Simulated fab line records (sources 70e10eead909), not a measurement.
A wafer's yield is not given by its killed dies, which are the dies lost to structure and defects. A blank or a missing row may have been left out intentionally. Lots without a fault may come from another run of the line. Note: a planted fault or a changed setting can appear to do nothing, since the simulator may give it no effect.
2 desks, one fault -- flow nand_harc -- each desk has only its own numbers; what lay behind them comes last

AT THE TOOL OWNER'S DESK: litho_track-03
Per lot that ran on this tool, the mean of the sampled wafers carrying a number, from the tool's own readings at NHARC_P_ZERO_WELL_SOFTBAKE_06 (time 70 s). A lot is out of limits, marked OUT, if its mean lies more than 4 standard deviations from the usual mean; the brackets give that distance.
Columns: A = heater_power_total_W at NHARC_P_ZERO_WELL_SOFTBAKE_06, usual 200.7 W; B = plate_temp_C at NHARC_P_ZERO_WELL_SOFTBAKE_06, usual 125.03 C
lot,first seen here,A,B
L640,day 1 20:00,200.3,125.00
L643,day 3 03:00,200.4,125.13
L644,day 3 12:00,200.0,125.07
L645,day 3 22:00,202.0,124.97
L655,day 8 02:00,209.0 (+6.9) OUT,125.05
L656,day 8 12:00,207.4 (+5.6) OUT,125.00
This desk's finding: out of limits on L655, L656; first on L655, day 8 02:00 (heater_power_total_W at NHARC_P_ZERO_WELL_SOFTBAKE_06). Within limits: L640, L643, L644, L645.

METROLOGY DESK
What the gauges read, lot by lot, whatever tool the lot ran on: means of the sampled wafers that have a number. A lot is out of limits, marked OUT, if its mean lies more than 4 standard deviations from the usual mean; the brackets give that distance.
Columns: A = cd_nm at NHARC_P_ZERO_WELL_CD_MEAS_11, usual 499.8 nm; B = overlay_x_nm at NHARC_P_GATE_OVL_MEAS_27, usual 0.1 nm; C = overlay_y_nm at NHARC_P_GATE_OVL_MEAS_27, usual -0.3 nm; D = cd_nm at NHARC_P_GATE_CD_MEAS_91, usual 1999.8 nm
lot,first seen here,A,B,C,D
L640,day 1 21:09,497.6,2.1,0.3,1998.7
L642,day 2 17:16,499.5,0.8,-1.1,1998.2
L643,day 3 03:37,500.6,-1.6,0.3,1999.3
L644,day 3 13:14,500.5,0.2,-0.9,1999.8
L645,day 4 09:14,500.3,1.2,-1.6,2000.2
L646,day 4 09:17,498.4,-0.2,0.1,2000.3
L647,day 4 19:15,499.4,-0.3,-0.1,1999.9
L655,day 8 03:14,508.5 (+5.8) OUT,1.0,0.1,2000.9
L656,day 8 13:15,507.6 (+5.2) OUT,0.2,-1.1,1999.4
L659,day 9 19:14,500.7,-0.9,0.1,1997.7
L660,day 10 05:07,500.6,1.1,0.3,2001.1
L663,day 11 11:14,499.6,0.6,0.9,1999.0
This desk's finding: out of limits on L655, L656; first on L655, day 8 03:14 (cd_nm at NHARC_P_ZERO_WELL_CD_MEAS_11). Within limits: L640, L642, L643, L644, L645, L646, L647, L659, L660, L663.

PUT TOGETHER
An alarm could have come from the tool owner's desk at day 8 02:00, on L655, L656.
An alarm was possible from the metrology desk at day 8 03:14, on L655, L656.
Of the lots named, all ran NHARC_P_ZERO_WELL_SOFTBAKE_06 on litho_track-03.

WHAT WAS PUT IN BY THE SIMULATOR
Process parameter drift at NHARC_P_ZERO_WELL_SOFTBAKE_06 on litho_track-03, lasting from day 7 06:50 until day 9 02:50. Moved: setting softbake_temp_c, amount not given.
Shown lots that were struck: L655, L656.
Hours from the fault's start to each desk's first reading out of limits: the tool owner's desk, 19; the metrology desk, 20.
